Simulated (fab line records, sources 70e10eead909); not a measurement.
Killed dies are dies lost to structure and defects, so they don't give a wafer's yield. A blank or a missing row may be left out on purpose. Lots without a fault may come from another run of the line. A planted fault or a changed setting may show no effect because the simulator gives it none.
Tool commonality check | flow nand_harc | 13 lots, 39 wafers sampled

WHY IT WAS OPENED
At NHARC_A_ONON_D1_THK_MEAS_08 the reading thk_nm is flagged on 2 of 13 lots. Wafers without a fault read 999 nm, standard deviation 11.
Rule: a lot is flagged when every wafer of it that has a number lies more than 4 standard deviations from that mean, or none has a number. The other lots count as sound.

lot  | measured     | on            | thk_nm (nm), wafer by wafer | flag
L475 | day 8 04:38  | film_metro-01 | 997 999 998                 |
L476 | day 8 04:38  | film_metro-02 | 1018 1020 1021              |
L478 | day 8 14:43  | film_metro-01 | 1008 1004 1005              |
L479 | day 8 20:17  | film_metro-02 | 981 981 981                 |
L480 | day 8 20:19  | film_metro-01 | 1004 1004 1005              |
L483 | day 9 17:59  | film_metro-02 | 270 270 270                 | FLAGGED
L485 | day 10 06:16 | film_metro-02 | 293 295 294                 | FLAGGED
L484 | day 10 06:16 | film_metro-02 | 1011 1011 1011              |
L487 | day 10 17:11 | film_metro-01 | 984 985 985                 |
L491 | day 11 19:16 | film_metro-02 | 995 994 994                 |
L490 | day 11 19:24 | film_metro-01 | 995 994 993                 |
L494 | day 12 09:25 | film_metro-02 | 1017 1017 1017              |
L497 | day 13 16:59 | film_metro-02 | 1008 1007 1008              |
The numbers of the flagged lots are 282 nm on average: -717 nm against the usual, or -65 standard deviations.

WHICH TOOL RAN EACH LOT
The record holds 3 process steps before the reading, out of a route of 1159 steps. In each cell: the tool, then ch and the chambers that the sampled wafers went through, then the start.
lot  | flag    | NHARC_P_BONDPAD_ETCH_24                       | NHARC_P_BONDPAD_ANNEAL_28        | NHARC_A_ONON_D1_DEP_06
L475 |         | rie_diel-11 ch 0,1,2, day 7 01:37 or earlier  | rtp_anneal-02 ch 0, day 7 01:37  | pecvd_onon-01 ch 0, day 8 04:14
L476 |         | rie_diel-08 ch 0,2,3, day 7 01:41 or earlier  | rtp_anneal-01 ch 0, day 7 01:41  | pecvd_onon-03 ch 0, day 8 04:11
L478 |         | rie_diel-08 ch 1,2,3, day 7 12:56 or earlier  | rtp_anneal-01 ch 0, day 7 12:56  | pecvd_onon-03 ch 0, day 8 14:13
L479 |         | rie_diel-02 ch 0,3, day 7 18:35 or earlier    | rtp_anneal-02 ch 0, day 7 18:35  | pecvd_onon-02 ch 0, day 8 19:47
L480 |         | rie_diel-02 ch 0,1, day 7 18:05 or earlier    | rtp_anneal-01 ch 0, day 7 18:05  | pecvd_onon-01 ch 0, day 8 19:49
L483 | FLAGGED | rie_diel-11 ch 0,2,3, day 8 15:25 or earlier  | rtp_anneal-01 ch 0, day 8 15:25  | pecvd_onon-03 ch 0, day 9 17:29
L485 | FLAGGED | rie_diel-02 ch 0,1, day 9 06:19 or earlier    | rtp_anneal-02 ch 0, day 9 06:19  | pecvd_onon-03 ch 0, day 10 05:47
L484 |         | rie_diel-08 ch 0,3, day 9 04:46 or earlier    | rtp_anneal-01 ch 0, day 9 04:46  | pecvd_onon-01 ch 0, day 10 05:44
L487 |         | rie_diel-08 ch 0,1, day 9 15:21 or earlier    | rtp_anneal-02 ch 0, day 9 15:21  | pecvd_onon-02 ch 0, day 10 16:47
L491 |         | rie_diel-08 ch 1,3, day 10 18:31 or earlier   | rtp_anneal-01 ch 0, day 10 18:31 | pecvd_onon-02 ch 0, day 11 18:52
L490 |         | rie_diel-08 ch 0,2,3, day 10 16:06            | rtp_anneal-02 ch 0, day 10 17:17 | pecvd_onon-01 ch 0, day 11 18:57
L494 |         | rie_diel-08 ch 1,2,3, day 11 04:16 or earlier | rtp_anneal-02 ch 0, day 11 04:16 | pecvd_onon-02 ch 0, day 12 08:54
L497 |         | rie_diel-11 ch 0,1, day 12 12:21 or earlier   | rtp_anneal-01 ch 0, day 12 12:21 | pecvd_onon-01 ch 0, day 13 16:29
What these steps do:
- NHARC_P_BONDPAD_ETCH_24: etches the open film in CF4/N2, target depth 30 nm, time 72.99 s.
- NHARC_P_BONDPAD_ANNEAL_28: time 90 s.
- NHARC_A_ONON_D1_DEP_06: target thk 1000 nm.
- NHARC_A_ONON_D1_THK_MEAS_08: measures by ellipsometry.

FLAGGED OVER TOTAL, TOOL BY TOOL (the gauges that took the reading come last)
step                        | tool          | lots run | flagged | share of the flagged lots | sound lots run after its first flagged lot
NHARC_P_BONDPAD_ETCH_24     | rie_diel-02   | 3        | 1       | some                      | 0
NHARC_P_BONDPAD_ETCH_24     | rie_diel-08   | 7        | 0       | none                      | -
NHARC_P_BONDPAD_ETCH_24     | rie_diel-11   | 3        | 1       | some                      | 1 (L497)
NHARC_P_BONDPAD_ANNEAL_28   | rtp_anneal-01 | 7        | 1       | some                      | 3 (L484,L491,L497)
NHARC_P_BONDPAD_ANNEAL_28   | rtp_anneal-02 | 6        | 1       | some                      | 3 (L487,L490,L494)
NHARC_A_ONON_D1_DEP_06      | pecvd_onon-01 | 5        | 0       | none                      | -
NHARC_A_ONON_D1_DEP_06      | pecvd_onon-02 | 4        | 0       | none                      | -
NHARC_A_ONON_D1_DEP_06      | pecvd_onon-03 | 4        | 2       | all                       | 0
NHARC_A_ONON_D1_THK_MEAS_08 | film_metro-01 | 5        | 0       | none                      | -
NHARC_A_ONON_D1_THK_MEAS_08 | film_metro-02 | 8        | 2       | all                       | 4 (L484,L491,L494,L497)
NHARC_P_BONDPAD_ETCH_24 gives no start for some lots, so the hours and the order of its lots are those of NHARC_P_BONDPAD_ANNEAL_28.

WHAT THE TABLE ALLOWS
2 rows of the table ran every flagged lot: pecvd_onon-03 at NHARC_A_ONON_D1_DEP_06, film_metro-02 at NHARC_A_ONON_D1_THK_MEAS_08.
- pecvd_onon-03 at NHARC_A_ONON_D1_DEP_06: 2 of its 4 lots flagged. Its last sound lot is L478 (day 8 14:13), its first flagged lot L483 (day 9 17:29): a fault that began between those two fits.
- film_metro-02 at NHARC_A_ONON_D1_THK_MEAS_08: 2 of its 8 lots flagged. Sound lots ran on it after the first flagged one (L484, L491, L494, L497), which a lasting fault on the whole tool wouldn't allow.
One tool is left: pecvd_onon-03 at NHARC_A_ONON_D1_DEP_06.

WHAT THE SIMULATOR HAD PUT IN
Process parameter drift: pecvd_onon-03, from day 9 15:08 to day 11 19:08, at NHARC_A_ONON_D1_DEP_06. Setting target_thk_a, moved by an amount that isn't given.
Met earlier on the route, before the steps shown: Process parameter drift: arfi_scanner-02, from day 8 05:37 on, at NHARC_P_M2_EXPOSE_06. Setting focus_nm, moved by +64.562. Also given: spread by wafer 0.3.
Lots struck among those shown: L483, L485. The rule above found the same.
